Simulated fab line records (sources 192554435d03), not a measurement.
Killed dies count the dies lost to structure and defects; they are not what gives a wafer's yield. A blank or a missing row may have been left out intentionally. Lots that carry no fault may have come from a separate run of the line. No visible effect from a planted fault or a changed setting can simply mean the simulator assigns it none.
8D (eight disciplines) problem report, filled in by code :: flow n5 finfet :: the parts of the form that need people (team, actions taken, sign-off) are left out

== 1. PROBLEM STATEMENT ==
Wafers free of any fault read 154.9 nm (standard deviation 2.1) for M7_ILD_THK at N5_BEOL_M7_THK_MEAS_01, against a mean of 180.1 nm on 9 wafers of 3 lots. Relative to the usual mean, that is a shift of +12 standard deviations.
The first sign was on wafer L945.1 at day 12 12:38, on film metro-02. Wafers with a number at this step in the record: 33, from 11 lots. By rule, "out" or "out of limits" means more than 4 standard deviations away from the usual mean. Any other wafer with a number is counted as sound.

== 2. WHAT IT IS; WHAT IT IS NOT ==
question: which readings at this step
is: M7_ILD_THK
is not: -

question: which lots
is: L945, L946, L947
is not: L938, L939, L940, L942, L954, L955, L956, L958

question: which wafers of those lots
is: all that have a number
is not: -

question: read on which gauges
is: film metro-01, film metro-02
is not: -

question: when
is: from day 12 12:38
is not: up to then (12 sound wafers); but 12 sound wafers of L954, L955, L956, L958 came after

== 3. WHAT RULES OUT EACH SUSPECT ==
Counting: any tool at a process step up to the reading is kept as a suspect provided that every lot that is out went through it and no sound lot did after the first of them.
- the gauge at N5_BEOL_M7_THK_MEAS_01 has been ruled out. Those wafers that are out were read across 2 gauges (film metro-01, film metro-02).
- uv cure-03 at N5_BEOL_M7_CURE_74 (cures SiCOH lowk, time 240 s): ruled out as a lasting fault. After its first lot that is out, L945 (day 12 12:07), sound lots L958 ran on it.
Left after counting: nothing in the record.

== 4. THE CAUSE (what the simulator had put in) ==
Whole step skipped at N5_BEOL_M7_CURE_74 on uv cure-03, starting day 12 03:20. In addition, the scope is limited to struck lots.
Counting ruled it out, wrongly: the rule takes a fault to strike every lot that its tool runs from its start on, and this one did not.

== 5. SEQUENCE OF EFFECTS, ordered by route ==
Each row: a reading where the mean over the struck wafers with a number is more than 3 standard deviations away from the usual. Scope: only readings with a usual standard deviation given in the record; hours: median across lots of the time from each lot's start at the first step in this table that gives one to its start at this step; sigmas: change in usual standard deviations.
hours: 0
step: N5_BEOL_M7_THK_MEAS_01
reading: M7_ILD_THK
usual: 154.9 nm
on struck wafers: 180.1
change: +25.2
sigmas: +12
Readings that are blank on the struck wafers while sound wafers have them: lamp power pct at N5_BEOL_M7_CURE_74; run length s at N5_BEOL_M7_CURE_74; wafer_temp_C_max at N5_BEOL_M7_CURE_74.

== 6. WHAT WOULD HAVE CAUGHT IT SOONER ==
Counted from the fault's start at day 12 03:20, it took 9 hours until the first out-of-limits reading at a measuring or inspecting step in this record, taken at day 12 12:38.
At N5_BEOL_M7_CURE_74 the tool's readings are blank on the struck wafers, where sound wafers have them: an empty tool record is the first sign, and it was there at once.
